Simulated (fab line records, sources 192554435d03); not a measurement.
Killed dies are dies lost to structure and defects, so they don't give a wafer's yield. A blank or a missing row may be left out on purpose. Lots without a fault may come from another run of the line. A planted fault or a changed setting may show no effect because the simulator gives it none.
Split-lot experiment | flow n5_finfet | 7 lots, 39 wafers read, on a route of 1938 steps

THE SPLIT
At N5_MIM_BOT_SPUTTER_00 (material TiN, target thk 35 nm, time 89.7 s), the setting target_thk_a was moved away from the recipe's 350 angstrom on 6 of the 39 wafers read, by -47.0% to +46.8%. The other wafers ran this setting at the recipe's value.

The reading is taken at the split's own step.

THE READING
TiN_of_MIM_BOT_SPUTTER_00.thk_nm (the simulator's own value, which no gauge read), in nm, at N5_MIM_BOT_SPUTTER_00 (material TiN, target thk 35 nm, time 89.7 s). The file gives no usual value for it. The 33 wafers here that ran the recipe average 35.2 nm, standard deviation 0.4 nm.

wafer  | tool, chamber at the split | target_thk_a as run, angstrom | against the recipe | TiN_of_MIM_BOT_SPUTTER_00.thk_nm, nm | against lot-mates on the recipe
L075.1 | pvd_sputter-01, -          | 350                           | recipe             | 35.4                                 | -
L075.3 | pvd_sputter-01, -          | 350                           | recipe             | 35.4                                 | -
L075.2 | pvd_sputter-01, -          | 350                           | recipe             | 35.6                                 | -
L075.4 | pvd_sputter-01, -          | 350                           | recipe             | 35.6                                 | -
L075.5 | pvd_sputter-01, -          | 350                           | recipe             | 35.6                                 | -
L075.6 | pvd_sputter-01, -          | 350                           | recipe             | 35.6                                 | -
L081.1 | pvd_sputter-03, -          | 350                           | recipe             | 34.8                                 | -
L081.3 | pvd_sputter-03, -          | 350                           | recipe             | 34.8                                 | -
L081.2 | pvd_sputter-03, -          | 350                           | recipe             | 35.6                                 | -
L081.4 | pvd_sputter-03, -          | 350                           | recipe             | 35.2                                 | -
L081.5 | pvd_sputter-03, -          | 350                           | recipe             | 35.2                                 | -
L081.6 | pvd_sputter-03, -          | 350                           | recipe             | 35                                   | -
L083.1 | pvd_sputter-03, -          | 350                           | recipe             | 35.8                                 | -
L083.2 | pvd_sputter-03, -          | 350                           | recipe             | 35.8                                 | -
L083.6 | pvd_sputter-03, -          | 350                           | recipe             | 35.8                                 | -
L083.3 | pvd_sputter-03, -          | 350                           | recipe             | 35.6                                 | -
L083.4 | pvd_sputter-03, -          | 350                           | recipe             | 35.6                                 | -
L083.5 | pvd_sputter-03, -          | 350                           | recipe             | 35.6                                 | -
L086.1 | pvd_sputter-03, -          | 185.5                         | -47.0%             | 18.6                                 | -16.3
L086.5 | pvd_sputter-03, -          | 185.5                         | -47.0%             | 18.6                                 | -16.3
L086.2 | pvd_sputter-03, -          | 350                           | recipe             | 34.8                                 | -
L086.4 | pvd_sputter-03, -          | 350                           | recipe             | 34.8                                 | -
L086.3 | pvd_sputter-03, -          | 350                           | recipe             | 35.2                                 | -
L086.6 | pvd_sputter-03, -          | 185.5                         | -47.0%             | 18                                   | -16.9
L085.2 | pvd_sputter-01, -          | 350                           | recipe             | 35.4                                 | -
L085.3 | pvd_sputter-01, -          | 350                           | recipe             | 35.2                                 | -
L085.5 | pvd_sputter-01, -          | 350                           | recipe             | 35.2                                 | -
L096.1 | pvd_sputter-02, -          | 350                           | recipe             | 34.6                                 | -
L096.4 | pvd_sputter-02, -          | 350                           | recipe             | 34.6                                 | -
L096.5 | pvd_sputter-02, -          | 350                           | recipe             | 34.6                                 | -
L096.2 | pvd_sputter-02, -          | 350                           | recipe             | 35.6                                 | -
L096.3 | pvd_sputter-02, -          | 350                           | recipe             | 34.8                                 | -
L096.6 | pvd_sputter-02, -          | 350                           | recipe             | 34.4                                 | -
L095.1 | pvd_sputter-01, -          | 350                           | recipe             | 35.2                                 | -
L095.2 | pvd_sputter-01, -          | 350                           | recipe             | 35.2                                 | -
L095.3 | pvd_sputter-01, -          | 350                           | recipe             | 35.4                                 | -
L095.4 | pvd_sputter-01, -          | 513.7                         | +46.8%             | 51.8                                 | +16.5
L095.5 | pvd_sputter-01, -          | 513.7                         | +46.8%             | 51.6                                 | +16.3
L095.6 | pvd_sputter-01, -          | 513.7                         | +46.8%             | 52                                   | +16.7

THE FIT
A straight line over all 39 wafers: TiN_of_MIM_BOT_SPUTTER_00.thk_nm changes by +0.356 nm for each +1% of target_thk_a; r = +1.00; the points scatter about the line by 0.39 nm.
The same after taking each lot's own level away (the mean of its wafers on the recipe; 39 wafers): +0.353 nm for each +1%; r = +1.00; scatter 0.23 nm.
On that fit, the largest move of target_thk_a shifts the reading by 17 nm.
The lots' own levels span 34.77 to 35.70 nm, that is 2.4 times the standard deviation above.
So the lot-to-lot level changes the slope little: the two slopes agree.
Check: with one of the wafers moved furthest among these (-47.0%) left out of the fit, the line predicts -16.6 nm for it against its lot-mates. It came out at -16.3 nm against them.

OTHER SPLITS ON THESE WAFERS
These wafers also went through other splits before the reading. Each is held against what the fit with the lots' levels taken away leaves over:
other split on the same wafers           | wafers away from the commonest value | r with TiN_of_MIM_BOT_SPUTTER_00.thk_nm (lot level and that fit taken away)
N5_BEOL_M1_TRENCH_ETCH_37 target_depth_a | 15                                   | +0.03
N5_BEOL_M7_ILD_DEP_00 target_thk_a       | 18                                   | -0.16
N5_BEOL_M8_CURE_75 time_s                | 12                                   | -0.21

THE FILE'S OWN FIT
TiN_of_MIM_BOT_SPUTTER_00.thk_nm changes by +0.353 nm for each +1% of target_thk_a, r = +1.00.
